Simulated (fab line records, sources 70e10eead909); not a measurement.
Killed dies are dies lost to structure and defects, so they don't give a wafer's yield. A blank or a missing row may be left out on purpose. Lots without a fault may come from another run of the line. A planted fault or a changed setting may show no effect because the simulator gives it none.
Which tool did it? | flow nand_harc | 13 lots, 39 wafers sampled, at 6 steps of a route of 1159

WHAT THE GAUGES READ, wafer by wafer
NHARC_P_ZERO_WELL_INSPECT_43. Usual: raw_defect_count 15, standard deviation 7.3.
lot  | measured    | on                | raw_defect_count | flag
L488 | day 2 01:44 | defect_inspect-01 | 9 17 15          |
L489 | day 2 07:50 | defect_inspect-02 | 14 16 13         |
L490 | day 2 13:35 | defect_inspect-01 | 22 12 18         |
L491 | day 2 19:31 | defect_inspect-01 | 10 12 17         |
L492 | day 3 01:22 | defect_inspect-01 | 14 13 13         |
L493 | day 3 07:44 | defect_inspect-02 | 22 19 23         |
L495 | day 3 19:44 | defect_inspect-02 | 23 20 37         |
L496 | day 4 01:46 | defect_inspect-02 | 16 20 12         |
L499 | day 4 19:29 | defect_inspect-02 | 10 16 8          |
L501 | day 5 07:36 | defect_inspect-02 | 9 27 9           |
L502 | day 5 13:39 | defect_inspect-02 | 25 14 13         |
L508 | day 7 01:40 | defect_inspect-01 | 22 16 14         |
L510 | day 7 13:20 | defect_inspect-01 | 17 9 10          |

NHARC_P_GATE_CD_MEAS_26: target cd 120 nm. Usual: cd_nm 120.1 nm, standard deviation 0.63.
lot  | measured     | on        | cd_nm (nm)        | flag
L488 | day 5 01:00  | cd_sem-03 | 121.2 120.4 120.7 |
L489 | day 5 00:32  | cd_sem-01 | 119.6 119.8 119.2 |
L490 | day 5 10:25  | cd_sem-01 | 118.8 119.0 119.1 |
L491 | day 5 17:24  | cd_sem-03 | 120.3 120.3 119.2 |
L492 | day 5 16:38  | cd_sem-02 | 119.7 120.6 119.9 |
L493 | day 6 04:41  | cd_sem-02 | 120.7 121.0 120.2 |
L495 | day 6 15:00  | cd_sem-03 | 120.4 119.8 120.1 |
L496 | day 7 02:19  | cd_sem-01 | 119.3 119.3 119.2 |
L499 | day 7 22:09  | cd_sem-02 | 110.3 111.1 111.5 | OFF
L501 | day 7 21:54  | cd_sem-03 | 119.4 119.9 120.1 |
L502 | day 8 14:35  | cd_sem-02 | 119.7 119.0 119.8 |
L508 | day 10 06:46 | cd_sem-01 | 120.2 119.4 119.7 |
L510 | day 10 06:28 | cd_sem-03 | 120.7 120.0 120.0 |

NHARC_P_GATE_CD_MEAS_46: target cd 720 nm. Usual: cd_nm 720.1 nm, standard deviation 2.1.
lot  | measured     | on        | cd_nm (nm)        | flag
L488 | day 5 13:48  | cd_sem-01 | 721.6 718.3 715.1 |
L489 | day 5 13:20  | cd_sem-02 | 719.8 719.3 724.7 |
L490 | day 5 22:26  | cd_sem-03 | 717.1 720.8 717.9 |
L491 | day 6 05:29  | cd_sem-02 | 721.2 719.2 722.2 |
L492 | day 6 04:55  | cd_sem-01 | 715.8 717.1 721.0 |
L493 | day 6 16:41  | cd_sem-01 | 721.9 718.4 716.7 |
L495 | day 7 03:15  | cd_sem-01 | 718.8 718.5 721.1 |
L496 | day 7 14:20  | cd_sem-02 | 718.5 720.4 718.9 |
L499 | day 8 10:26  | cd_sem-01 | 724.3 723.4 719.6 |
L501 | day 8 09:58  | cd_sem-01 | 720.7 724.7 720.3 |
L502 | day 9 02:40  | cd_sem-03 | 720.7 719.2 717.5 |
L508 | day 10 19:00 | cd_sem-01 | 720.0 718.0 720.8 |
L510 | day 10 18:39 | cd_sem-03 | 720.2 716.7 717.6 |

NHARC_END_SORT_01. Usual: killed_at_array 28, standard deviation 11; killed_at_other 0.7, standard deviation 1.1; killed_at_periphery 2.9, standard deviation 2; killed_dies 32, standard deviation 11; killed_open 3.2, standard deviation 1.8; killed_short 2.0, standard deviation 1.4.
lot  | measured     | on        | killed_at_array | killed_at_other | killed_at_periphery | killed_dies | killed_open | killed_short | flag
L499 | day 22 06:47 | prober-02 | 10              | 0               | 5                   | 15          | 2           | 1            |

WHICH TOOL RAN EACH LOT (tool, then ch and the chambers of the sampled wafers, then the start)
lot  | NHARC_P_STI_ETCH_15             | NHARC_P_GATE_EXPOSE_23
L488 | rie_si-04 ch 0,2,3, day 2 20:25 | arfi_scanner-01 ch 0, day 5 00:52
L489 | rie_si-01 ch 0,3, day 2 20:33   | arfi_scanner-03 ch 0, day 5 00:23
L490 | rie_si-01 ch 0,1,3, day 3 06:31 | arfi_scanner-03 ch 0, day 5 10:16
L491 | rie_si-04 ch 0,2,3, day 3 13:56 | arfi_scanner-01 ch 0, day 5 17:16
L492 | rie_si-01 ch 0,3, day 3 13:48   | arfi_scanner-03 ch 0, day 5 16:30
L493 | rie_si-02 ch 0,3, day 3 23:41   | arfi_scanner-01 ch 0, day 6 04:33
L495 | rie_si-04 ch 1,2,3, day 4 12:34 | arfi_scanner-02 ch 0, day 6 14:52
L496 | rie_si-01 ch 1,2, day 4 21:47   | arfi_scanner-02 ch 0, day 7 02:11
L499 | rie_si-02 ch 0,1, day 5 11:19   | arfi_scanner-03 ch 0, day 7 22:00
L501 | rie_si-01 ch 0,2, day 5 23:27   | arfi_scanner-01 ch 0, day 7 21:46
L502 | rie_si-04 ch 0,2,3, day 6 08:35 | arfi_scanner-01 ch 0, day 8 14:28
L508 | rie_si-02 ch 1,2, day 7 23:34   | arfi_scanner-03 ch 0, day 10 06:38
L510 | rie_si-02 ch 0,1,3, day 8 07:47 | arfi_scanner-03 ch 0, day 10 06:19
- NHARC_P_STI_ETCH_15: etches the open film in HBr/Cl2, target depth 300 nm, time 100.1 s.
- NHARC_P_GATE_EXPOSE_23: exposes mask P GATE, target cd 120 nm.

WHAT THE TOOLS THEMSELVES READ (means of the sampled wafers that have a number; where no wafer has one, the mark that the record gives instead)
NHARC_P_STI_ETCH_15. Usual: drypump_motor_current_A 5.7 A, standard deviation 0.5; oes_product_au 1.001 a.u., standard deviation 0.011; throttle_valve_pct 26.406 %, standard deviation 0.0097.
lot  | tool      | drypump_motor_current_A (A) | oes_product_au (a.u.) | throttle_valve_pct (%) | flag
L488 | rie_si-04 | 5.8                         | 1.007                 | 26.399                 |
L489 | rie_si-01 | 6.6                         | 1.002                 | 26.412                 |
L490 | rie_si-01 | 6.5                         | 1.004                 | 26.409                 |
L491 | rie_si-04 | 5.8                         | 1.000                 | 26.412                 |
L492 | rie_si-01 | 6.5                         | 1.009                 | 26.401                 |
L493 | rie_si-02 | 5.2                         | 0.988                 | 26.411                 |
L495 | rie_si-04 | 5.4                         | 0.998                 | 26.397                 |
L496 | rie_si-01 | 5.9                         | 1.010                 | 26.410                 |
L499 | rie_si-02 | 5.5                         | 1.006                 | 26.400                 |
L501 | rie_si-01 | 6.3                         | 0.997                 | 26.402                 |
L502 | rie_si-04 | 5.8                         | 0.995                 | 26.395                 |
L508 | rie_si-02 | 5.7                         | 1.001                 | 26.403                 |
L510 | rie_si-02 | 5.4                         | 1.000                 | 26.398                 |

NHARC_P_GATE_EXPOSE_23. Usual: focus_offset_nm 0.0 nm, standard deviation 0.51.
lot  | tool            | focus_offset_nm (nm) | flag
L488 | arfi_scanner-01 | -0.5                 |
L489 | arfi_scanner-03 | 0.2                  |
L490 | arfi_scanner-03 | 0.2                  |
L491 | arfi_scanner-01 | 0.3                  |
L492 | arfi_scanner-03 | -0.2                 |
L493 | arfi_scanner-01 | -0.3                 |
L495 | arfi_scanner-02 | -0.1                 |
L496 | arfi_scanner-02 | -0.0                 |
L499 | arfi_scanner-03 | -0.4                 |
L501 | arfi_scanner-01 | -0.3                 |
L502 | arfi_scanner-01 | -0.8                 |
L508 | arfi_scanner-03 | 0.3                  |
L510 | arfi_scanner-03 | 0.0                  |

THE ANSWER, worked out from the rows above alone
Rule: a lot is off if the mean of its wafers that have a number lies more than 3 standard deviations from the usual mean. A lot without any number at a reading at which 4 lots or more have one is off too. The other lots that the step has rows for count as sound. The gauges are gone through in route order, then the tools' own readings, and for those a lot's mean is taken as printed above. The first step at which some lot is off is used, and at that step the reading that is off furthest; a lot without a number counts as furthest.
Off: L499, at NHARC_P_GATE_CD_MEAS_26 (cd_nm).
A tool fits if, at a process step before that reading, it ran every lot that is off, and no sound lot after the first of them. The gauges at NHARC_P_GATE_CD_MEAS_26 are tried like those tools. None of those tried fits.

WHAT THE SIMULATOR HAD PUT IN
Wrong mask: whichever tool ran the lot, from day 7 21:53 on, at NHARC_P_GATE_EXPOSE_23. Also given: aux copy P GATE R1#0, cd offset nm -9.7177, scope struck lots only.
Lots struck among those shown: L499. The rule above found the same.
